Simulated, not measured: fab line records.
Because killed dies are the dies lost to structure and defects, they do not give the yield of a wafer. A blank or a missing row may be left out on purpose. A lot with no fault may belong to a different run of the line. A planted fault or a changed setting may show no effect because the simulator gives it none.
Problem report, 8D (eight disciplines) form, completed by code / flow n5_finfet / the parts of the form that need people (team, actions taken, sign-off) are left out

1. THE ISSUE
Mean CJ_P at N5_BEOL_M4_RC_MEAS_101: 3.58 over 6 wafers in 2 lots; fault-free wafers: 5.82, standard deviation 0.23. That puts it -9.7 standard deviations away from the usual mean.
Earliest sighting: wafer L377.2 on prober-02 at day 12 18:41. At this step, 27 wafers from 10 lots have a number in the record. Rule for "out", or "out of limits": more than 4 standard deviations from the usual mean. The rest of the wafers with a number are treated as sound.

2. WHAT THIS IS AND IS NOT
question=which readings at this step; is=CJ_P, ION_P; is not=DIBL_N, DIBL_P, SS_N, SS_P, VT_N
question=which lots; is=L376, L377; is not=L363, L366, L367, L368, L370, L371, L372, L374
question=which wafers of those lots; is=all that have a number; is not=-
question=read on which gauges; is=prober-01, prober-02; is not=-
question=when; is=from day 12 18:41; is not=up to then (21 sound wafers)

3. SUSPECTS, AND WHAT RULES EACH OUT
Counting: a tool stays on the suspect list if, at a process step up to the reading, it processed all lots that are out and no sound lot following the first of them.
- the gauge at N5_BEOL_M4_RC_MEAS_101 has been ruled out. Those wafers that are out were read across 2 gauges (prober-01, prober-02).
- rie_si-06 at N5_SD_EPI_P_SD_RECESS_17 (chemistry HBr/Cl2/O2, target depth 39.1 nm, bt time 3 s): kept. Every lot that is out went through it, starting with L376 (day 6 15:18), and after that it ran no sound lot; the last sound lot it ran before then is L374 (day 6 02:29).
- pvd_sputter-03 at N5_BEOL_M4_SURFACE_TREAT_85: kept. Every lot that is out went through it, starting with L377 (day 12 15:13), and after that it ran no sound lot; the last sound lot it ran before then is L371 (day 10 18:18).
Left after counting: rie_si-06 at N5_SD_EPI_P_SD_RECESS_17, pvd_sputter-03 at N5_BEOL_M4_SURFACE_TREAT_85.

4. THE CAUSE (what the simulator had put in)
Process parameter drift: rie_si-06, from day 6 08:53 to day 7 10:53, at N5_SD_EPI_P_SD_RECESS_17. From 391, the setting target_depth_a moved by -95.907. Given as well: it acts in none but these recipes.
Counting left 2 suspects, and this tool is among them.

5. THE EFFECT CHAIN, in route order
Rows list readings where the struck wafers' mean (over those with a number) sits beyond 3 standard deviations from the usual. Only readings whose record carries a usual standard deviation are examined. hours: median over the lots of the time between each lot's start at the first step of this table that gives one and its start at this step. sigmas: the change, counted in usual standard deviations.
hours=0; step=N5_BEOL_M4_RC_MEAS_101; reading=CJ_P; usual=5.82; on struck wafers=3.58; change=-2.24; sigmas=-9.7
hours=0; step=N5_BEOL_M4_RC_MEAS_101; reading=ION_P; usual=462 uA/um; on struck wafers=408; change=-54; sigmas=-7.7
hours=0; step=N5_BEOL_M4_RC_MEAS_101; reading=REXT_P; usual=99.3 ohm.um; on struck wafers=108.5; change=+9.2; sigmas=+4.0
hours=114; step=N5_PASSIVATION_PROBE_49; reading=sort_bin_8_speed; usual=0.00 %; on struck wafers=89.25; change=+89.25; sigmas=+99 or more
hours=114; step=N5_PASSIVATION_PROBE_49; reading=sort_n_pass; usual=1074; on struck wafers=21; change=-1053; sigmas=-58
hours=114; step=N5_PASSIVATION_PROBE_49; reading=sort_yield_pct; usual=91.0 %; on struck wafers=1.8; change=-89.2; sigmas=-59
It contains these process steps:
- N5_PASSIVATION_PROBE_49

6. HOW IT WOULD HAVE BEEN CAUGHT EARLIER
Counted from the fault's start at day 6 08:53, it took 154 hours until the first out-of-limits reading at a measuring or inspecting step in this record, taken at day 12 18:41.
An alarm limit of 4 standard deviations would not have fired on the tool readings at N5_SD_EPI_P_SD_RECESS_17 for which the record gives a usual standard deviation, since none of them was out on any struck wafer.
Lots out: 2; all had begun N5_SD_EPI_P_SD_RECESS_17 on rie_si-06 by day 12 18:41. A hold on the tool at that time would have spared none of them.
